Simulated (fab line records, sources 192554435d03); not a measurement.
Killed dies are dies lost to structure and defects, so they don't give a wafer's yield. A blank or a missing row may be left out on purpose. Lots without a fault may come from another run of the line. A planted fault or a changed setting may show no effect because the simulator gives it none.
fab line records | flow n5_finfet
record lots=24 wafers=72 last_day=20
route steps=1938 shown BEOL_M4@1081 BEOL_M5@1126
lots that met no fault: from a run of the same line without faults
start_h: hours from the record's first day to the start of the lot's first wafer shown | wait_h: hours since the lot's step before | " the same as in the row above | L1.1+2: a row that stands for several wafers | - no value, or no start given | * or withheld: withheld | < > ~ a bound
route shown NAME@n: a module of which the file shows steps, and the number in the route of the first | usual: mean/standard deviation of fault-free wafers | same: alike in all rows | chamber/n: place in a boat | sites: the reading at each site | _std_site: their standard deviation | _edge_site: outer sites' mean less inner sites' | radius_mm: how far each site lies from the wafer's centre | mask NAME#n: copy n | behind: the tool/chamber that last shaped the wafer | hold: why the lot was held/for how many hours/how that ended | device: the transistor (n, p or np) that didn't switch | end of line: the same wafers' tests at the end of the route | a step without rows: its recipe alone | killed: dies lost to structure and defects at the first sort, not the wafer's yield | map: a wafer's dies, x killed, . not, _ none there
set.NAME: the setting as run; set.NAME@STEP: as run at that earlier step | model.NAME: the simulator's own value behind a step, which no gauge read
steps of the route over a sample of lots; a table a step, a row a wafer
services: from which hour (start_h, from the record's first day; less than 0 if before it) a tool's chamber was out of use, for how many hours, and why
## steps
# step N5_BEOL_M4_ALD_84
# recipe material=TaN target_thk_a=* temp_c=275 ald_precursor_family=PDMAT ald_co_reactant=NH3 pressure_torr=3 carrier_flow_sccm=1500 pulse_time_s=2 purge_time_s=3 co_reactant_purge_time_s=2 co_reactant_pulse_time_s=3 ald_cycles=30 precursor_vessel_temp_c=75 precursor_vessel_pressure_torr=26.25 precursor_vessel_carrier_sccm=1000
# usual heater_power_w=417/53
# same co_reactant_purge_time_s=2
# columns lot.wafer tool chamber start_h wait_h heater_power_w
L074.1 ald_metal-04 1 181.77 0.0 510
L074.3 " 2 " " 417
L074.5 " 2 " " 403
L077.2 ald_metal-04 3 188.01 0.1 375
L077.5 " 3 " " 372
L077.6 " 2 " " 401
L076.1 ald_metal-04 2 192.89 0.2 417
L076.2 " 3 " " 385
L076.4 " 0 " " 335
L075.2 ald_metal-04 0 193.09 0.2 336
L075.3 " 1 " " 512
L075.6 " 0 " " 336
L079.1 ald_metal-01 2 197.78 0.1 426
L079.3 " 0 " " 478
L079.5 " 2 " " 432
L078.1 ald_metal-02 0 197.84 0.0 442
L078.4 " 2 " " 453
L078.6 " 0 " " 436
L080.1 ald_metal-04 1 214.98 0.1 511
L080.3 " 3 " " 389
L080.5 " 0 " " 334
L081.2 ald_metal-04 3 229.27 0.0 369
L081.5 " 2 " " 418
L081.6 " 3 " " 380
L082.2 ald_metal-04 1 251.14 0.0 487
L082.3 " 2 " " 402
L082.5 " 2 " " 412
L085.2 ald_metal-01 3 251.22 0.0 419
L085.3 " 1 " " 332
L085.4 " 0 " " 469
L084.2 ald_metal-01 0 279.23 0.1 468
L084.4 " 1 " " 340
L084.5 " 3 " " 422
L086.2 ald_metal-02 2 286.69 0.0 450
L086.3 " 0 " " 444
L086.4 " 3 " " 399
L089.2 ald_metal-04 1 293.16 0.1 503
L089.3 " 2 " " 410
L089.5 " 2 " " 416
L083.3 ald_metal-04 1 296.52 0.0 516
L083.4 " 2 " " 406
L083.5 " 0 " " 341
L087.1 ald_metal-02 2 299.97 0.1 439
L087.4 " 1 " " 433
L087.6 " 1 " " 460
L088.1 ald_metal-01 0 304.82 0.1 464
L088.2 " 2 " " 423
L088.4 " 0 " " 468
L090.2 ald_metal-02 2 313.60 0.2 439
L090.3 " 1 " " 453
L090.6 " 0 " " 452
L093.3 ald_metal-04 1 326.45 0.2 504
L093.4 " 3 " " 378
L093.5 " 2 " " 417
L092.1 ald_metal-04 0 326.65 0.3 336
L092.2 " 3 " " 386
L092.6 " 1 " " 522
L094.1 ald_metal-02 0 331.14 0.1 448
L094.2 " 3 " " 398
L094.3 " 2 " " 444
L091.1 ald_metal-04 1 331.25 0.2 518
L091.3 " 3 " " 374
L091.6 " 2 " " 418
L095.4 ald_metal-04 3 347.80 0.1 377
L095.5 " 3 " " 377
L095.6 " 2 " " 409
L097.1 ald_metal-01 0 347.86 0.0 480
L097.2 " 1 " " 338
L097.5 " 1 " " 348
L096.2 ald_metal-01 1 354.65 0.0 339
L096.3 " 3 " " 420
L096.6 " 0 " " 461
# step N5_BEOL_M4_SPUTTER_94
# recipe material=Cu target_thk_a=45 temp_c=-20 chamber_pressure_pa=0.07 power_w=withheld time_s=8.29
# usual throttle_valve_pct=29.8/1.1
# same time_s=8.29
# columns lot.wafer tool chamber start_h wait_h throttle_valve_pct
L074.1 pvd_sputter-03 - 183.87 0.1 29.1
L074.3 " - " " 32.1
L074.5 " - " " 29.0
L077.2 pvd_sputter-03 - 191.77 0.1 32.2
L077.5 " - " " 32.2
L077.6 " - " " 29.2
L076.1 pvd_sputter-02 - 194.90 0.1 30.1
L076.2 " - " " 28.4
L076.4 " - " " 31.3
L075.2 pvd_sputter-01 - 196.87 0.1 29.8
L075.3 " - " " 29.1
L075.6 " - " " 29.9
L079.1 pvd_sputter-01 - 199.76 0.1 30.1
L079.3 " - " " 30.6
L079.5 " - " " 28.6
L078.1 pvd_sputter-01 - 201.60 0.1 30.4
L078.4 " - " " 28.7
L078.6 " - " " 27.8
L080.1 pvd_sputter-01 - 217.16 0.1 28.7
L080.3 " - " " 30.2
L080.5 " - " " 30.5
L081.2 pvd_sputter-03 - 231.54 0.1 32.2
L081.5 " - " " 32.1
L081.6 " - " " 31.3
L082.2 pvd_sputter-01 - 253.33 0.1 30.6
L082.3 " - " " 30.1
L082.5 " - " " 29.9
L085.2 pvd_sputter-03 - 253.36 0.1 28.9
L085.3 " - " " 30.9
L085.4 " - " " 32.3
L084.2 pvd_sputter-02 - 281.60 0.1 31.0
L084.4 " - " " 28.5
L084.5 " - " " 31.2
L086.2 pvd_sputter-01 - 288.71 0.1 29.9
L086.3 " - " " 28.2
L086.4 " - " " 28.9
L089.2 pvd_sputter-02 - 295.33 0.1 30.0
L089.3 " - " " 31.3
L089.5 " - " " 30.0
L083.3 pvd_sputter-01 - 298.68 0.1 28.3
L083.4 " - " " 29.2
L083.5 " - " " 28.9
L087.1 pvd_sputter-03 - 303.62 0.1 32.2
L087.4 " - " " 29.2
L087.6 " - " " 32.3
L088.1 pvd_sputter-02 - 307.19 0.1 30.0
L088.2 " - " " 28.6
L088.4 " - " " 31.0
L090.2 pvd_sputter-01 - 315.69 0.1 30.5
L090.3 " - " " 28.9
L090.6 " - " " 28.2
L093.3 pvd_sputter-01 - 328.64 0.1 28.3
L093.4 " - " " 28.0
L093.5 " - " " 28.9
L092.1 pvd_sputter-01 - 330.48 0.1 29.0
L092.2 " - " " 28.3
L092.6 " - " " 29.0
L094.1 pvd_sputter-02 - 333.15 0.1 28.3
L094.2 " - " " 30.1
L094.3 " - " " 31.2
L091.1 pvd_sputter-03 - 333.35 0.1 32.2
L091.3 " - " " 29.2
L091.6 " - " " 31.1
L095.4 pvd_sputter-02 - 349.82 0.1 29.7
L095.5 " - " " 30.3
L095.6 " - " " 31.3
L097.1 pvd_sputter-01 - 350.03 0.1 28.3
L097.2 " - " " 30.4
L097.5 " - " " 30.4
L096.2 pvd_sputter-01 - 356.89 0.1 28.7
L096.3 " - " " 29.8
L096.6 " - " " 30.2
# step N5_BEOL_M4_CO_CAP_55
# recipe material=Co target_thk_a=20 temp_c=200 precursor=CCTBA/H2 pressure_torr=30 time_s=102.1
# usual heater_power_w=228/41
# same time_s=102.1
# columns lot.wafer tool chamber start_h wait_h heater_power_w
L074.1 cvd_co-02 2 184.95 0.0 205
L074.3 " 1 " " 267
L074.5 " 1 " " 260
L077.2 cvd_co-01 1 192.85 0.0 174
L077.5 " 1 " " 181
L077.6 " 0 " " 304
L076.1 cvd_co-01 1 195.99 0.0 180
L076.2 " 0 " " 307
L076.4 " 1 " " 179
L075.2 cvd_co-02 1 197.96 0.0 260
L075.3 " 2 " " 209
L075.6 " 1 " " 271
L079.1 cvd_co-02 0 200.85 0.0 215
L079.3 " 2 " " 207
L079.5 " 0 " " 222
L078.1 cvd_co-02 2 202.69 0.0 209
L078.4 " 0 " " 221
L078.6 " 1 " " 271
L080.1 cvd_co-01 1 226.25 0.0 178
L080.3 " 2 " " 191
L080.5 " 0 " " 310
L081.2 cvd_co-02 2 232.78 0.0 212
L081.5 " 0 " " 218
L081.6 " 2 " " 212
L082.2 cvd_co-02 2 254.41 0.0 210
L082.3 " 0 " " 216
L082.5 " 0 " " 220
L085.2 cvd_co-01 1 254.47 0.0 178
L085.3 " 2 " " 195
L085.4 " 1 " " 183
L084.2 cvd_co-01 2 282.95 0.0 195
L084.4 " 2 " " 198
L084.5 " 0 " " 306
L086.2 cvd_co-02 2 289.80 0.0 208
L086.3 " 1 " " 268
L086.4 " 2 " " 212
L089.2 cvd_co-01 2 296.42 0.0 194
L089.3 " 0 " " 311
L089.5 " 2 " " 193
L083.3 cvd_co-02 2 299.76 0.0 213
L083.4 " 0 " " 219
L083.5 " 1 " " 269
L087.1 cvd_co-02 2 304.81 0.0 214
L087.4 " 1 " " 264
L087.6 " 0 " " 219
L088.1 cvd_co-02 0 308.28 0.0 220
L088.2 " 2 " " 208
L088.4 " 2 " " 208
L090.2 cvd_co-02 1 316.77 0.0 264
L090.3 " 2 " " 205
L090.6 " 2 " " 211
L093.3 cvd_co-01 2 329.74 0.0 196
L093.4 " 0 " " 302
L093.5 " 1 " " 183
L092.1 cvd_co-01 1 331.91 0.0 177
L092.2 " 2 " " 191
L092.6 " 2 " " 196
L094.1 cvd_co-02 0 334.25 0.0 219
L094.2 " 2 " " 213
L094.3 " 2 " " 213
L091.1 cvd_co-02 2 334.60 0.0 204
L091.3 " 2 " " 211
L091.6 " 2 " " 215
L095.4 cvd_co-01 2 350.94 0.0 199
L095.5 " 1 " " 182
L095.6 " 0 " " 311
L097.1 cvd_co-02 2 351.14 0.0 217
L097.2 " 0 " " 222
L097.5 " 2 " " 209
L096.2 cvd_co-01 0 358.08 0.0 307
L096.3 " 1 " " 181
L096.6 " 2 " " 197
# step N5_BEOL_M5_CD_MEAS_11
# recipe target_cd_nm=27.74 landing_energy_ev=500 detector=se_inlens
# usual cd_nm=28.00/0.26
# columns lot.wafer tool chamber start_h wait_h cd_nm
L074.1 cd_sem-02 0 187.79 - 27.74
L074.3 " 0 " " 28.13
L074.5 " 0 " " 28.02
L077.2 cd_sem-01 0 196.36 - 27.85
L077.5 " 0 " " 27.74
L077.6 " 0 " " 27.63
L076.1 cd_sem-02 0 198.36 - 27.91
L076.2 " 0 " " 27.92
L076.4 " 0 " " 28.05
L075.2 cd_sem-03 0 201.43 - 27.94
L075.3 " 0 " " 27.85
L075.6 " 0 " " 27.84
L079.1 cd_sem-02 0 205.37 - 27.77
L079.3 " 0 " " 27.94
L079.5 " 0 " " 28.32
L078.1 cd_sem-01 0 205.62 - 28.16
L078.4 " 0 " " 27.78
L078.6 " 0 " " 28.03
L080.1 cd_sem-02 0 229.26 - 28.09
L080.3 " 0 " " 27.66
L080.5 " 0 " " 27.78
L081.2 cd_sem-03 0 236.36 - 28.02
L081.5 " 0 " " 28.06
L081.6 " 0 " " 28.06
L082.2 cd_sem-03 0 257.74 - 28.13
L082.3 " 0 " " 27.59
L082.5 " 0 " " 28.02
L085.2 cd_sem-01 0 258.02 - 27.97
L085.3 " 0 " " 27.99
L085.4 " 0 " " 28.08
L084.2 cd_sem-03 0 286.43 - 28.15
L084.4 " 0 " " 28.06
L084.5 " 0 " " 28.07
L086.2 cd_sem-03 0 293.34 - 27.62
L086.3 " 0 " " 28.25
L086.4 " 0 " " 27.88
L089.2 cd_sem-02 0 300.02 - 28.37
L089.3 " 0 " " 28.10
L089.5 " 0 " " 28.18
L083.3 cd_sem-03 0 303.46 - 28.03
L083.4 " 0 " " 28.25
L083.5 " 0 " " 28.47
L087.1 cd_sem-01 0 308.43 - 28.12
L087.4 " 0 " " 28.21
L087.6 " 0 " " 28.59
L088.1 cd_sem-01 0 313.41 - 27.91
L088.2 " 0 " " 28.33
L088.4 " 0 " " 28.15
L090.2 cd_sem-01 0 320.16 - 27.40
L090.3 " 0 " " 27.95
L090.6 " 0 " " 27.88
L093.3 cd_sem-03 0 332.02 - 28.02
L093.4 " 0 " " 28.17
L093.5 " 0 " " 27.79
L092.1 cd_sem-01 0 334.30 - 27.59
L092.2 " 0 " " 28.07
L092.6 " 0 " " 27.84
L094.1 cd_sem-02 0 336.82 - 27.83
L094.2 " 0 " " 28.02
L094.3 " 0 " " 27.67
L091.1 cd_sem-02 0 337.32 - 28.06
L091.3 " 0 " " 28.36
L091.6 " 0 " " 28.05
L097.1 cd_sem-01 0 354.55 - 28.12
L097.2 " 0 " " 27.71
L097.5 " 0 " " 28.22
L095.4 cd_sem-01 0 354.72 - 28.12
L095.5 " 0 " " 28.11
L095.6 " 0 " " 28.46
L096.2 cd_sem-01 0 362.12 - 27.53
L096.3 " 0 " " 27.74
L096.6 " 0 " " 27.98
# step N5_BEOL_M5_INSPECT_30
# recipe mode=adi inspect_instrument=brightfield
# usual raw_defect_count=396/110
# columns lot.wafer tool chamber start_h wait_h raw_defect_count
L074.1 defect_inspect-02 - 191.52 0.1 321
L074.3 " - " " 360
L074.5 " - " " 382
L077.2 defect_inspect-02 - 197.31 0.0 671
L077.5 " - " " 447
L077.6 " - " " 401
L076.1 defect_inspect-01 - 200.14 0.1 376
L076.2 " - " " 358
L076.4 " - " " 234
L075.2 defect_inspect-01 - 203.96 0.0 441
L075.3 " - " " 582
L075.6 " - " " 448
L079.1 defect_inspect-01 - 206.58 0.1 442
L079.3 " - " " 477
L079.5 " - " " 374
L078.1 defect_inspect-01 - 206.85 0.1 514
L078.4 " - " " 400
L078.6 " - " " 357
L080.1 defect_inspect-02 - 231.85 0.1 632
L080.3 " - " " 382
L080.5 " - " " 500
L081.2 defect_inspect-02 - 238.26 0.0 280
L081.5 " - " " 392
L081.6 " - " " 316
L082.2 defect_inspect-02 - 258.94 0.0 474
L082.3 " - " " 396
L082.5 " - " " 404
L085.2 defect_inspect-02 - 261.83 0.0 449
L085.3 " - " " 363
L085.4 " - " " 499
L084.2 defect_inspect-01 - 289.05 0.0 255
L084.4 " - " " 285
L084.5 " - " " 309
L086.2 defect_inspect-02 - 295.48 0.0 563
L086.3 " - " " 414
L086.4 " - " " 500
L089.2 defect_inspect-01 - 302.30 0.0 401
L089.3 " - " " 525
L089.5 " - " " 384
L083.3 defect_inspect-01 - 306.80 0.0 428
L083.4 " - " " 350
L083.5 " - " " 492
L087.1 defect_inspect-02 - 312.29 0.1 618
L087.4 " - " " 693
L087.6 " - " " 448
L088.1 defect_inspect-02 - 315.34 0.1 335
L088.2 " - " " 402
L088.4 " - " " 345
L090.2 defect_inspect-02 - 322.60 0.0 386
L090.3 " - " " 340
L090.6 " - " " 339
L093.3 defect_inspect-01 - 333.39 0.0 327
L093.4 " - " " 383
L093.5 " - " " 406
L092.1 defect_inspect-02 - 335.43 0.1 462
L092.2 " - " " 419
L092.6 " - " " 345
L091.1 defect_inspect-01 - 340.65 0.1 270
L091.3 " - " " 263
L091.6 " - " " 278
L094.1 defect_inspect-02 - 340.70 0.1 562
L094.2 " - " " 361
L094.3 " - " " 369
L097.1 defect_inspect-02 - 355.57 0.1 301
L097.2 " - " " 378
L097.5 " - " " 241
L095.4 defect_inspect-02 - 355.87 0.0 321
L095.5 " - " " 468
L095.6 " - " " 284
L096.2 defect_inspect-01 - 365.47 0.0 377
L096.3 " - " " 505
L096.6 " - " " 407
# step N5_BEOL_M5_TRENCH_ETCH_37
# recipe chemistry=C4F6/O2 target_depth_a=716.52 target=SiCOH_lowk time_s=24.7 ion_energy_ev=250 pressure_mtorr=30 source_w=345 bias_w=185 Ar_flow_sccm=300 C4F6_flow_sccm=10 O2_flow_sccm=10
# usual drypump_motor_current_A=5.6/0.45 oes_f_703_au=0.81/0.087 oes_product_au=0.81/0.091 rf_vpp_V=664/6.5 showerhead_plenum_p_Torr=2.86/0.096 throttle_valve_pct=20.94/0.21
# same time_s=24.7
# columns lot.wafer tool chamber start_h wait_h drypump_motor_current_A oes_f_703_au oes_product_au rf_hours_counter_h rf_vpp_V showerhead_plenum_p_Torr throttle_valve_pct
L074.1 rie_diel-03 2 - - 5.3 0.70 0.69 240 663 2.69 21.09
L074.3 " 0 " " 4.7 0.82 0.83 44 662 2.80 20.75
L074.5 " 1 " " 6.0 0.73 0.72 - 672 2.93 21.05
L077.2 rie_diel-03 0 - - 4.8 0.83 0.83 46 662 2.80 20.76
L077.5 " 3 " " 5.5 0.89 0.91 - 673 3.01 20.66
L077.6 " 0 " " 4.8 0.82 0.83 - 664 2.80 20.78
L076.1 rie_diel-06 0 - - 5.2 0.94 0.94 15 658 2.81 20.78
L076.2 " 2 " " 6.5 0.77 0.74 166 657 2.73 20.74
L076.4 " 1 " " 5.6 0.70 0.71 218 671 2.92 21.28
L075.2 rie_diel-02 0 - - 5.6 0.92 0.91 24 659 2.80 20.83
L075.3 " 3 " " 5.8 0.80 0.80 94 655 2.76 21.28
L075.6 " 1 " " 6.3 0.88 0.88 - 663 2.91 20.75
L079.1 rie_diel-06 1 - - 5.6 0.71 0.71 219 672 2.92 21.28
L079.3 " 3 " " 5.5 0.69 0.69 210 663 2.83 21.27
L079.5 " 3 " " 5.5 0.69 0.69 - 663 2.84 21.27
L078.1 rie_diel-03 1 - - 6.0 0.72 0.71 226 675 2.93 21.04
L078.4 " 3 " " 5.5 0.89 0.91 21 673 3.01 20.67
L078.6 " 2 " " 5.3 0.71 0.69 - 663 2.69 21.09
L080.1 rie_diel-02 2 - - 6.0 0.75 0.73 177 666 2.95 21.02
L080.3 " 3 " " 5.8 0.80 0.78 105 656 2.75 21.27
L080.5 " 0 " " 5.6 0.90 0.90 - 659 2.79 20.82
L081.2 rie_diel-06 1 - - 5.6 0.69 0.70 227 673 2.92 21.29
L081.5 " 0 " " 5.2 0.91 0.91 - 657 2.80 20.79
L081.6 " 3 " " 5.5 0.68 0.68 - 663 2.83 21.28
L082.2 rie_diel-02 3 - - 5.8 0.78 0.76 117 656 2.75 21.31
L082.3 " 2 " " 6.1 0.74 0.71 190 667 2.95 21.03
L082.5 " 3 " " 5.8 0.78 0.77 - 657 2.75 21.30
L085.2 rie_diel-02 3 - - 5.8 0.78 0.76 118 656 2.75 21.30
L085.3 " 2 " " 6.0 0.73 0.72 191 666 2.95 21.02
L085.4 " 0 " " 5.6 0.88 0.87 48 656 2.79 20.85
L084.2 rie_diel-03 0 - - 4.8 0.78 0.79 79 664 2.78 20.82
L084.4 " 2 " " 5.3 0.91 0.93 - 674 3.01 20.82
L084.5 " 0 " " 4.8 0.77 0.79 - 663 2.78 20.81
L086.2 rie_diel-06 3 - - 5.5 0.68 0.68 231 664 2.83 21.28
L086.3 " 1 " " 5.6 0.68 0.69 241 672 2.91 21.32
L086.4 " 2 " " 6.5 0.75 0.73 187 655 2.72 20.78
L089.2 rie_diel-02 2 - - 6.0 0.73 0.71 202 669 2.94 21.04
L089.3 " 0 " " 5.6 0.86 0.85 59 656 2.78 20.87
L089.5 " 0 " " 5.6 0.86 0.86 - 658 2.78 20.87
L083.3 rie_diel-03 0 - - 4.8 0.78 0.79 84 664 2.78 20.81
L083.4 " 3 " " 5.5 0.83 0.85 57 672 2.99 20.72
L083.5 " 0 " " 4.8 0.77 0.78 - 663 2.78 20.81
L087.1 rie_diel-06 1 - - 5.6 0.68 0.69 245 672 2.91 21.32
L087.4 " 2 " " 6.4 0.75 0.73 192 656 2.72 20.79
L087.6 " 3 " " 5.5 0.67 0.68 - 662 2.82 21.30
L088.1 rie_diel-02 1 - - 6.3 0.85 0.86 51 662 2.90 20.77
L088.2 " 0 " " 5.6 0.86 0.85 63 657 2.78 20.87
L088.4 " 2 " " 6.1 0.72 0.71 207 666 2.94 21.07
L090.2 rie_diel-03 1 - - 6.0 0.99 0.99 5 672 2.91 20.73
L090.3 " 0 " " 4.7 0.77 0.78 88 664 2.78 20.80
L090.6 " 1 " " 6.0 0.98 0.98 - 674 2.91 20.71
L093.3 rie_diel-06 2 - - 6.5 0.74 0.73 196 657 2.72 20.79
L093.4 " 0 " " 5.2 0.87 0.88 50 657 2.79 20.83
L093.5 " 1 " " 5.6 0.68 0.69 - 671 2.91 21.32
L092.1 rie_diel-03 3 - - 5.5 0.83 0.84 64 673 2.99 20.73
L092.2 " 1 " " 6.0 0.97 0.98 8 672 2.91 20.72
L092.6 " 0 " " 4.7 0.77 0.77 - 662 2.77 20.83
L091.1 rie_diel-02 3 - - 5.8 0.76 0.74 140 656 2.74 21.32
L091.3 " 0 " " 5.6 0.85 0.84 70 656 2.78 20.87
L091.6 " 0 " " 5.6 0.85 0.84 - 658 2.78 20.89
L094.1 rie_diel-03 2 - - 5.4 0.89 0.90 32 672 3.01 20.84
L094.2 " 3 " " 5.5 0.82 0.85 65 672 2.99 20.73
L094.3 " 0 " " 4.7 0.77 0.78 92 662 2.77 20.83
L097.1 rie_diel-03 2 - - 5.3 0.88 0.89 36 674 3.01 20.84
L097.2 " 3 " " 5.5 0.83 0.84 69 673 2.99 20.74
L097.5 " 2 " " 5.4 0.88 0.90 - 672 3.01 20.83
L095.4 rie_diel-02 3 - - 5.8 0.76 0.74 144 655 2.74 21.33
L095.5 " 0 " " 5.6 0.84 0.84 - 656 2.78 20.89
L095.6 " 1 " " 6.3 0.84 0.84 - 663 2.90 20.80
L096.2 rie_diel-06 3 - - 5.4 0.67 0.66 250 664 2.82 21.34
L096.3 " 2 " " 6.4 0.74 0.72 206 656 2.71 20.82
L096.6 " 3 " " 5.4 0.66 0.67 - 664 2.82 21.33
## services
# columns tool chamber start_h hours kind
rie_diel-06 - 158.33 2.8 pm
cvd_co-01 0 162.33 9.3 repair
rie_diel-06 2 163.27 9.2 repair
rie_diel-03 - 177.21 0.8 repair
ald_metal-04 2 178.92 2.3 repair
cvd_co-02 - 183.14 0.6 repair
ald_metal-04 - 190.65 1.2 pm
rie_diel-02 2 214.00 6.4 repair
ald_metal-04 1 216.54 24.2 repair
cvd_co-01 - 218.09 2.8 repair
rie_diel-02 1 219.30 40.8 repair
cvd_co-01 - 232.07 6.9 pm
rie_diel-06 3 252.54 2.8 repair
ald_metal-01 3 259.70 3.6 repair
rie_diel-03 1 260.48 6.6 repair
pvd_sputter-02 - 265.13 12.8 repair
ald_metal-01 1 289.58 29.9 repair
ald_metal-01 3 315.96 1.6 repair
rie_diel-03 3 318.68 3.2 repair
rie_diel-06 3 326.10 3.0 repair
cvd_co-01 - 334.60 2.8 pm
ald_metal-01 2 343.01 6.1 repair
ald_metal-04 - 345.61 1.3 repair
pvd_sputter-03 - 361.72 2.7 repair
## key
fault none
